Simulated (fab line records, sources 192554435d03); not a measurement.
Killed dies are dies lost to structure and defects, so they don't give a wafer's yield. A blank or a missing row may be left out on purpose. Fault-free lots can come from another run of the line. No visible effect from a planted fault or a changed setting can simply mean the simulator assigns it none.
The tool behind it: which one?	flow n5_finfet	57 wafers from 19 lots sampled at 6 of the route's 1938 steps

== WHAT THE GAUGES SHOWED, per wafer ==
No reading from a measuring or inspecting step in the record can be judged against a usual standard deviation.

== TOOL THAT RAN EACH LOT (tool first, then ch and the chambers of the sampled wafers, then the start) ==
lot	N5_FIN_SAQP_ETCH_51	N5_FIN_SAQP_HM_OPEN_73	N5_FIN_SAQP_SPACER1_ETCHBACK_25	N5_FIN_SAQP_STRIP_77	N5_FIN_SAQP_ETCH_64	N5_FIN_CUT_ETCH_20
L074	rie_diel-04 ch 1,2, day 1 21:43	rie_diel-04 ch 1,2, day 1 21:52	rie_diel-01 ch 1,2,3, day 2 00:51	rie_diel-04 ch 1,2,3, day 2 02:53	rie_si-06 ch 0,1,3, day 2 03:03	rie_diel-06 ch 1,3, day 2 03:56
L075	rie_diel-05 ch 0,1,2, day 2 04:25	rie_diel-05 ch 0,1,2, day 2 04:34	rie_diel-05 ch 0,3, day 2 06:11	rie_diel-05 ch 0,1,3, day 2 08:10	rie_si-06 ch 1,3, day 2 08:20	rie_diel-02 ch 0,1,3, day 2 09:05
L076	rie_diel-04 ch 1,2, day 2 10:16	rie_diel-04 ch 1,2, day 2 10:26	rie_diel-05 ch 0,1,2, day 2 12:08	rie_diel-04 ch 0,1,2, day 2 14:10	rie_si-05 ch 2,3, day 2 14:21	rie_diel-02 ch 0,2,3, day 2 15:13
L077	rie_diel-04 ch 0,2,3, day 2 16:22	rie_diel-04 ch 0,2,3, day 2 16:32	rie_diel-05 ch 0,1,2, day 2 18:10	rie_diel-01 ch 1,2,3, day 2 20:26	rie_si-06 ch 0,2,3, day 2 20:37	rie_diel-02 ch 1,2,3, day 2 21:22
L078	rie_diel-04 ch 1,2,3, day 2 22:29	rie_diel-04 ch 1,2,3, day 2 22:38	rie_diel-04 ch 0,2,3, day 3 00:29	rie_diel-01 ch 1,2,3, day 3 03:08	rie_si-05 ch 0,2,3, day 3 03:19	rie_diel-06 ch 0,1,3, day 3 04:05
L079	rie_diel-01 ch 1,3, day 3 04:50	rie_diel-01 ch 1,3, day 3 04:59	rie_diel-05 ch 0,1,2, day 3 06:39	rie_diel-05 ch 2,3, day 3 09:17	rie_si-01 ch 1,2,3, day 3 09:27	rie_diel-03 ch 2,3, day 3 10:20
L080	rie_diel-05 ch 0,3, day 3 09:38	rie_diel-05 ch 0,3, day 3 09:48	rie_diel-05 ch 0,1,3, day 3 11:40	rie_diel-04 ch 1,2, day 3 13:54	rie_si-05 ch 0,1,3, day 3 14:04	rie_diel-03 ch 1,2, day 3 14:49
L082	rie_diel-01 ch 0,1, day 3 22:23	rie_diel-01 ch 0,1, day 3 22:34	rie_diel-01 ch 1,3, day 4 00:10	rie_diel-04 ch 0,1,2, day 4 02:04	rie_si-01 ch 0,2,3, day 4 02:14	rie_diel-02 ch 1,2,3, day 4 03:09
L083	rie_diel-04 ch 1,2, day 4 04:45	rie_diel-04 ch 1,2, day 4 04:55	rie_diel-05 ch 0,1,2, day 4 06:37	rie_diel-04 ch 0,1,2, day 4 08:29	rie_si-05 ch 0,1,3, day 4 08:40	rie_diel-02 ch 0,1, day 4 09:27
L084	rie_diel-05 ch 0,1, day 4 11:55	rie_diel-05 ch 0,1, day 4 12:05	rie_diel-01 ch 0,2,3, day 4 13:45	rie_diel-01 ch 0,1,3, day 4 16:41	rie_si-05 ch 0,2,3, day 4 16:52	rie_diel-02 ch 0,1,3, day 4 18:01
L085	rie_diel-01 ch 0,1,2, day 4 17:03	rie_diel-01 ch 0,1,2, day 4 17:13	rie_diel-05 ch 1,2,3, day 4 19:31	rie_diel-01 ch 1,2, day 4 21:53	rie_si-01 ch 0,1, day 4 22:03	rie_diel-02 ch 0,1,2, day 4 22:48
L086	rie_diel-01 ch 1,2,3, day 4 22:29	rie_diel-01 ch 1,2,3, day 4 22:39	rie_diel-04 ch 0,2,3, day 5 01:26	rie_diel-01 ch 0,2,3, day 5 04:56	rie_si-01 ch 0,2,3, day 5 05:06	rie_diel-02 ch 0,1,3, day 5 05:59
L087	rie_diel-01 ch 0,1,3, day 5 05:18	rie_diel-01 ch 0,1,3, day 5 05:28	rie_diel-05 ch 0,3, day 5 07:16	rie_diel-01 ch 0,2,3, day 5 09:22	rie_si-01 ch 0,2,3, day 5 09:32	rie_diel-02 ch 0,1,3, day 5 10:29
L090	rie_diel-05 ch 0,2,3, day 5 23:21	rie_diel-05 ch 0,2,3, day 5 23:31	rie_diel-05 ch 1,2,3, day 6 01:08	rie_diel-01 ch 1,2,3, day 6 03:04	rie_si-05 ch 0,2,3, day 6 03:14	rie_diel-06 ch 0,2,3, day 6 03:59
L091	rie_diel-04 ch 1,2, day 6 04:40	rie_diel-04 ch 1,2, day 6 04:49	rie_diel-01 ch 0,3, day 6 06:32	rie_diel-01 ch 0,1,3, day 6 08:25	rie_si-05 ch 0,1, day 6 08:35	rie_diel-06 ch 0,1,2, day 6 09:20
L093	rie_diel-01 ch 0,2,3, day 6 16:01	rie_diel-01 ch 0,2,3, day 6 16:10	rie_diel-01 ch 0,1,2, day 6 17:59	rie_diel-05 ch 0,2, day 6 20:04	rie_si-05 ch 0,3, day 6 20:15	rie_diel-02 ch 0,3, day 6 20:59
L094	rie_diel-01 ch 0,1,2, day 6 22:27	rie_diel-01 ch 0,1,2, day 6 22:37	rie_diel-04 ch 0,3, day 7 00:16	rie_diel-04 ch 0,1,3, day 7 02:41	rie_si-05 ch 0,2,3, day 7 02:52	rie_diel-03 ch 0,2, day 7 03:45
L095	rie_diel-01 ch 0,1,3, day 7 05:02	rie_diel-01 ch 0,1,3, day 7 05:13	rie_diel-01 ch 2,3, day 7 06:52	rie_diel-01 ch 0,3, day 7 08:52	rie_si-06 ch 0,1,2, day 7 09:02	rie_diel-06 ch 2,3, day 7 09:47
L096	rie_diel-04 ch 2,3, day 7 10:28	rie_diel-04 ch 2,3, day 7 10:37	rie_diel-04 ch 1,2, day 7 12:23	rie_diel-04 ch 1,3, day 7 14:26	rie_si-05 ch 0,1,3, day 7 14:37	rie_diel-03 ch 0,2,3, day 7 15:53
- N5_FIN_SAQP_ETCH_51: etches SiARC in CF4, target depth 45.5 nm, time 75.8 s.
- N5_FIN_SAQP_HM_OPEN_73: chemistry CHF3/O2, target SiO2, stops on a-Si, target depth 12 nm, time 16.8 s.
- N5_FIN_SAQP_SPACER1_ETCHBACK_25: etches SiO2 in CHF3/O2, target depth 24.4 nm, time 12.2 s.
- N5_FIN_SAQP_STRIP_77: strips in N2/H2, time 90 s.
- N5_FIN_SAQP_ETCH_64: etches SiO2 in CF4, target depth 1.5 nm.
- N5_FIN_CUT_ETCH_20: etches SiARC in CF4, target depth 26 nm, time 43.3 s.

== WHAT THE TOOLS THEMSELVES READ (means of the sampled wafers that have a number; where no wafer has one, the mark that the record gives instead) ==
N5_FIN_SAQP_ETCH_51. Usual: drypump_motor_current_A 5.7 A, standard deviation 0.44; etch_rf_on_time_s 75.5 s, standard deviation 0.85; oes_product_au 0.67 a.u., standard deviation 0.054; rf_vpp_V 184.0 V, standard deviation 1.2; showerhead_plenum_p_Torr 2.14 Torr, standard deviation 0.07; throttle_valve_pct 15.67 %, standard deviation 0.2.
lot	tool	drypump_motor_current_A (A)	etch_rf_on_time_s (s)	oes_product_au (a.u.)	rf_vpp_V (V)	showerhead_plenum_p_Torr (Torr)	throttle_valve_pct (%)	flag
L074	rie_diel-04	5.8	73.3	0.70	184.0	2.13	15.55	
L075	rie_diel-05	5.3	75.4	0.70	184.9	2.21	15.73	
L076	rie_diel-04	5.8	74.1	0.69	184.6	2.13	15.55	
L077	rie_diel-04	6.2	75.1	0.71	184.5	2.19	15.49	
L078	rie_diel-04	6.1	75.4	0.71	184.7	2.19	15.52	
L079	rie_diel-01	5.6	75.6	0.64	183.3	2.11	15.53	
L080	rie_diel-05	5.4	75.7	0.64	184.1	2.12	15.92	
L082	rie_diel-01	5.7	75.5	0.67	182.6	2.07	15.57	
L083	rie_diel-04	5.9	75.3	0.65	184.6	2.16	15.69	
L084	rie_diel-05	5.0	74.8	0.68	185.3	2.20	15.81	
L085	rie_diel-01	5.8	75.9	0.67	183.7	2.09	15.71	
L086	rie_diel-01	5.7	76.2	0.63	184.3	2.13	15.69	
L087	rie_diel-01	5.5	75.7	0.65	182.3	2.12	15.61	
L090	rie_diel-05	5.5	75.6	0.63	183.2	2.16	15.92	
L091	rie_diel-04	5.9	75.1	0.63	184.2	2.16	15.72	
L093	rie_diel-01	5.5	75.5	0.64	183.7	2.14	15.77	
L094	rie_diel-01	5.8	76.3	0.64	183.7	2.09	15.75	
L095	rie_diel-01	5.5	75.7	0.64	184.4	2.11	15.64	
L096	rie_diel-04	6.5	76.2	0.70	185.9	2.24	15.56	

N5_FIN_SAQP_HM_OPEN_73. Usual: drypump_motor_current_A 5.7 A, standard deviation 0.45; oes_product_au 0.47 a.u., standard deviation 0.037; rf_vpp_V 522 V, standard deviation 5.7; showerhead_plenum_p_Torr 2.41 Torr, standard deviation 0.08; throttle_valve_pct 18.88 %, standard deviation 0.19.
lot	tool	drypump_motor_current_A (A)	oes_product_au (a.u.)	rf_vpp_V (V)	showerhead_plenum_p_Torr (Torr)	throttle_valve_pct (%)	flag
L074	rie_diel-04	5.8	0.48	515	2.40	18.79	
L075	rie_diel-05	5.3	0.48	528	2.49	18.95	
L076	rie_diel-04	5.8	0.48	515	2.40	18.79	
L077	rie_diel-04	6.2	0.50	522	2.46	18.71	
L078	rie_diel-04	6.1	0.50	519	2.47	18.76	
L079	rie_diel-01	5.6	0.45	522	2.38	18.71	
L080	rie_diel-05	5.4	0.45	529	2.38	19.16	
L082	rie_diel-01	5.7	0.47	522	2.33	18.78	
L083	rie_diel-04	5.9	0.45	516	2.44	18.90	
L084	rie_diel-05	4.9	0.47	530	2.48	19.04	
L085	rie_diel-01	5.8	0.46	520	2.35	18.91	
L086	rie_diel-01	5.7	0.44	519	2.40	18.86	
L087	rie_diel-01	5.5	0.46	523	2.38	18.80	
L090	rie_diel-05	5.5	0.44	529	2.43	19.14	
L091	rie_diel-04	5.9	0.44	515	2.43	18.93	
L093	rie_diel-01	5.5	0.45	521	2.40	18.94	
L094	rie_diel-01	5.8	0.46	520	2.35	18.94	
L095	rie_diel-01	5.5	0.45	523	2.37	18.82	
L096	rie_diel-04	6.5	0.48	523	2.52	18.78	

N5_FIN_SAQP_SPACER1_ETCHBACK_25. Usual: drypump_motor_current_A 5.6 A, standard deviation 0.49; oes_product_au 0.78 a.u., standard deviation 0.068; rf_vpp_V 524 V, standard deviation 5.8; showerhead_plenum_p_Torr 2.42 Torr, standard deviation 0.077; throttle_valve_pct 19.00 %, standard deviation 0.2.
lot	tool	drypump_motor_current_A (A)	oes_product_au (a.u.)	rf_vpp_V (V)	showerhead_plenum_p_Torr (Torr)	throttle_valve_pct (%)	flag
L074	rie_diel-01	5.7	0.75	520	2.40	18.90	
L075	rie_diel-05	5.1	0.75	530	2.44	19.23	
L076	rie_diel-05	5.3	0.82	527	2.49	19.04	
L077	rie_diel-05	5.3	0.81	528	2.49	19.05	
L078	rie_diel-04	6.2	0.82	523	2.46	18.80	
L079	rie_diel-05	5.3	0.80	529	2.49	19.05	
L080	rie_diel-05	5.2	0.81	528	2.43	19.12	
L082	rie_diel-01	5.4	0.74	522	2.43	18.80	
L083	rie_diel-05	5.3	0.80	528	2.48	19.07	
L084	rie_diel-01	5.6	0.77	522	2.41	18.99	
L085	rie_diel-05	5.6	0.80	526	2.43	19.07	
L086	rie_diel-04	6.2	0.81	522	2.46	18.82	
L087	rie_diel-05	5.4	0.74	529	2.38	19.27	
L090	rie_diel-05	5.6	0.78	526	2.42	19.08	
L091	rie_diel-01	5.3	0.75	524	2.43	18.90	
L093	rie_diel-01	5.8	0.76	519	2.35	19.01	
L094	rie_diel-04	6.4	0.84	524	2.48	18.72	
L095	rie_diel-01	5.8	0.71	516	2.41	19.10	
L096	rie_diel-04	5.8	0.77	515	2.38	18.93	

N5_FIN_SAQP_STRIP_77. Usual: drypump_motor_current_A 5.7 A, standard deviation 0.46; oes_product_au 0.78 a.u., standard deviation 0.063; rf_vpp_V 45.3 V, standard deviation 0.91; showerhead_plenum_p_Torr 3.37 Torr, standard deviation 0.11; throttle_valve_pct 12.25 %, standard deviation 0.22.
lot	tool	drypump_motor_current_A (A)	oes_product_au (a.u.)	rf_vpp_V (V)	showerhead_plenum_p_Torr (Torr)	throttle_valve_pct (%)	flag
L074	rie_diel-04	6.1	0.84	46.2	3.45	12.07	
L075	rie_diel-05	5.2	0.82	46.1	3.40	12.33	
L076	rie_diel-04	5.8	0.80	45.1	3.35	12.08	
L077	rie_diel-01	5.7	0.75	45.2	3.37	12.25	
L078	rie_diel-01	5.6	0.76	44.6	3.37	12.25	
L079	rie_diel-05	5.8	0.75	45.8	3.33	12.45	
L080	rie_diel-04	5.9	0.76	44.3	3.42	12.29	
L082	rie_diel-04	5.8	0.79	45.2	3.34	12.11	
L083	rie_diel-04	5.8	0.79	44.9	3.34	12.12	
L084	rie_diel-01	5.5	0.77	44.3	3.34	12.21	
L085	rie_diel-01	6.0	0.75	45.5	3.32	12.38	
L086	rie_diel-01	5.6	0.75	46.1	3.37	12.33	
L087	rie_diel-01	5.6	0.77	44.7	3.37	12.33	
L090	rie_diel-01	5.7	0.73	43.8	3.35	12.32	
L091	rie_diel-01	5.5	0.76	44.9	3.33	12.25	
L093	rie_diel-05	5.4	0.73	45.0	3.48	12.53	
L094	rie_diel-04	6.1	0.83	44.7	3.36	11.97	
L095	rie_diel-01	5.4	0.78	45.5	3.33	12.31	
L096	rie_diel-04	6.4	0.85	44.5	3.46	11.96	

N5_FIN_SAQP_ETCH_64. Usual: drypump_motor_current_A 5.8 A, standard deviation 0.41; oes_product_au 1.000 a.u., standard deviation 0.013; throttle_valve_pct 21.78 %, standard deviation 0.25.
lot	tool	drypump_motor_current_A (A)	oes_product_au (a.u.)	throttle_valve_pct (%)	flag
L074	rie_si-06	5.7	1.017	21.71	
L075	rie_si-06	6.0	1.020	21.79	
L076	rie_si-05	6.2	0.990	21.51	
L077	rie_si-06	5.9	1.002	21.62	
L078	rie_si-05	6.2	1.002	21.64	
L079	rie_si-01	5.6	1.002	21.91	
L080	rie_si-05	5.9	0.996	21.89	
L082	rie_si-01	5.4	0.995	21.84	
L083	rie_si-05	5.9	1.002	21.89	
L084	rie_si-05	6.2	0.993	21.64	
L085	rie_si-01	5.6	0.986	21.90	
L086	rie_si-01	5.4	0.998	21.84	
L087	rie_si-01	5.4	0.990	21.83	
L090	rie_si-05	6.2	1.001	21.64	
L091	rie_si-05	5.9	1.011	22.03	
L093	rie_si-05	6.1	0.988	21.90	
L094	rie_si-05	6.2	0.998	21.65	
L095	rie_si-06	5.5	1.003	21.67	
L096	rie_si-05	5.9	0.998	21.90	

N5_FIN_CUT_ETCH_20. Usual: drypump_motor_current_A 5.5 A, standard deviation 0.51; etch_rf_on_time_s 43.3 s, standard deviation 0.73; oes_product_au 0.66 a.u., standard deviation 0.068; rf_vpp_V 184.3 V, standard deviation 1.2; showerhead_plenum_p_Torr 2.16 Torr, standard deviation 0.072; throttle_valve_pct 15.60 %, standard deviation 0.21.
lot	tool	drypump_motor_current_A (A)	etch_rf_on_time_s (s)	oes_product_au (a.u.)	rf_vpp_V (V)	showerhead_plenum_p_Torr (Torr)	throttle_valve_pct (%)	flag
L074	rie_diel-06	5.2	44.4	0.61	182.2	2.04	15.77	
L075	rie_diel-02	5.2	42.8	0.64	185.2	2.19	15.59	
L076	rie_diel-02	5.4	43.9	0.64	184.5	2.20	15.52	
L077	rie_diel-02	5.6	43.0	0.65	184.2	2.20	15.45	
L078	rie_diel-06	5.5	42.9	0.69	184.0	2.14	15.65	
L079	rie_diel-03	6.0	43.4	0.65	184.7	2.17	15.67	
L080	rie_diel-03	6.1	42.5	0.70	185.3	2.20	15.66	
L082	rie_diel-02	5.5	43.7	0.64	185.0	2.20	15.48	
L083	rie_diel-02	4.9	43.3	0.61	184.7	2.21	15.72	
L084	rie_diel-02	5.2	43.3	0.63	184.3	2.19	15.62	
L085	rie_diel-02	5.1	43.4	0.62	185.1	2.22	15.66	
L086	rie_diel-02	5.2	43.3	0.62	184.1	2.19	15.62	
L087	rie_diel-02	5.2	43.2	0.62	183.8	2.19	15.63	
L090	rie_diel-06	5.8	42.6	0.77	184.0	2.12	15.37	
L091	rie_diel-06	5.7	42.5	0.71	182.8	2.04	15.61	
L093	rie_diel-02	5.5	43.7	0.62	184.2	2.17	15.55	
L094	rie_diel-03	6.0	42.6	0.63	184.4	2.18	15.77	
L095	rie_diel-06	5.9	42.7	0.71	183.1	2.08	15.39	
L096	rie_diel-03	5.9	43.9	0.63	183.6	2.16	15.72	

== THE ANSWER, worked out from the rows above alone ==
Rule: lot off if the mean of its wafers having a number is beyond 3 standard deviations from the usual mean. Also off: a lot with no number at a reading for which 4 or more lots have one. Any other lot the step has rows for is counted as sound. After the gauges, taken in route order, come the tools' own readings; for these a lot's mean is taken, as printed above. At the first step where some lot is off, the reading lying furthest off is the one used; lots without a number count as furthest.
Across all readings shown, no lot is off: no conclusion can be drawn from this.

== WHAT THE SIMULATOR HAD INSERTED ==
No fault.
